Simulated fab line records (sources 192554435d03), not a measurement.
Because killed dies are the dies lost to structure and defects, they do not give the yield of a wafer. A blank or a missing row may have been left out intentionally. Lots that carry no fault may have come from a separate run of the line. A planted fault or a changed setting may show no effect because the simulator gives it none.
A lot that was struck, set against a sound lot | flow n5Finfet | 16 steps out of a route of 1938
Sound: the wafers L106.2, L106.5, L106.6. Wafers L995.3, L995.5, L995.6 were the ones struck. The cause is named last.
Per side, at each step with rows, come the tool, then ch with its chambers, and then its first start. Under that, the readings that differ: sound wafers | struck wafers | difference of the means | sigmas: that difference in standard deviations of wafers without a fault.
alike: same words and numbers on both sides, and readings whose means sit less than 2 such deviations apart. not compared: any withheld reading, any reading some wafer has no value for, any bound like >300 that may hide the same value, and any number with overlapping values for which the record gives no deviation.
Wherever a step has rows on one side only, a row that says differs or no value, or a row with sigmas, the two part there. Numbers that don't overlap but have no deviation are shown without sigmas and don't part them. A reading that every wafer of one side lacks parts them only if that side has two wafers or more.

first, 3 steps without rows for these wafers: N5_BEOL_M1_SRD_40 (time 30 s); N5_BEOL_M1_PRECLEAN_42 (cleans in residue remover, time 60 s); N5_BEOL_M1_SRD_43 (time 30 s).
N5_BEOL_M1_CD_MEAS_35: target cd 18 nm, target cd y 21 nm.
  sound on cdSem-01, day 10 21:16; struck on cdSem-01, day 8 01:04
  alike: cdNm
then, 1 step without rows for these wafers: N5_BEOL_M1_DEGAS_44 (time 60 s).
N5_BEOL_M1_PRE_CLEAN_45: time 30 s.
  sound on pvdSputter-02, day 10 21:42; struck on pvdSputter-01, day 8 01:22
  alike: heaterPowerW
N5_BEOL_M1_ALD_84: deposits TaN, pulse time 2 s, purge time 3 s, co reactant purge time 2 s.
  sound on aldMetal-01 ch 0,2,3, day 10 21:46; struck on aldMetal-03 ch 2,3, day 8 01:26
  alike: heaterPowerW
N5_BEOL_M1_SURFACE_TREAT_85:
  sound on pvdSputter-03, day 10 22:03; struck on pvdSputter-02, day 8 01:40
  not compared: throttleValvePct
then, 1 step without rows for these wafers: N5_BEOL_M1_CVD_47 (deposits Co from CCTBA/H2, target thk 3 nm, time 223.8 s).
N5_BEOL_M1_SPUTTER_48: material Cu, target thk 4.5 nm, time 8.29 s.
  sound on pvdSputter-01, day 10 22:25; struck on pvdSputter-02, day 8 01:54
  alike: throttleValvePct
N5_BEOL_M1_ANNEAL_49: time 240 s.
  sound on pvdSputter-01, day 10 22:30; struck on pvdSputter-02, day 8 01:59
  alike: heaterPowerW, susceptorTempC
then, 1 step without rows for these wafers: N5_BEOL_M1_SPUTTER_79 (material Cu, target thk 4.5 nm, time 8.29 s).
N5_BEOL_M1_ANNEAL_80: time 240 s.
  sound on pvdSputter-01, day 10 22:43; struck on pvdSputter-02, day 8 02:12
  no value came back on the struck wafers for heaterPowerW (W), susceptorTempC (C); on the sound wafers heaterPowerW (W) reads 863 883 955
then, 1 step without rows for these wafers: N5_BEOL_M1_SPUTTER_81 (material Cu, target thk 4.5 nm, time 8.29 s).
-- here the record skips 3 days between the struck wafers' starts before and after, leaving off in module BEOL_M1 and picking up in module BEOL_M4 (first step shown: number 1111 of the route) --
N5_BEOL_M4_RC_MEAS_101:
  sound on prober-02 ch 0, day 12 22:40; struck on prober-02 ch 0, day 10 17:26
reading       | sound          | struck         | difference | sigmas
SS_N (mV/dec) | 72.7 71.8 71.2 | 71.0 70.2 70.3 | -1.4       | -2
  alike: DIBL_N, DIBL_P, IOFF_N, IOFF_P, ION_N, ION_P, SS_P, VT_N, VT_P
-- the record jumps here: 5 days lie between the struck wafers' starts before and after (it left off in module BEOL_M4 and takes up again in module PASSIVATION, whose first step shown is number 1936 of the route) --
N5_PASSIVATION_PROBE_49:
  sound on prober-01, day 17 15:58; struck on prober-01, day 15 05:50
  alike: defectLimitedYield, killed_at_M0_to_M3, killed_at_M4_up, killedAtContacts, killedAtFrontEnd, killedAtOther, killedDies, killedOpen, killedShort, sort_bin_5_function, sort_bin_6_memory, sortNPass, sortYieldPct

== WHERE THEY PART ==
Last at N5_BEOL_M4_RC_MEAS_101 as far as this record goes, first at N5_BEOL_M1_ANNEAL_80. Later steps at which nothing parts them and some readings are alike: N5_PASSIVATION_PROBE_49.

WHY: whatever the simulator had introduced
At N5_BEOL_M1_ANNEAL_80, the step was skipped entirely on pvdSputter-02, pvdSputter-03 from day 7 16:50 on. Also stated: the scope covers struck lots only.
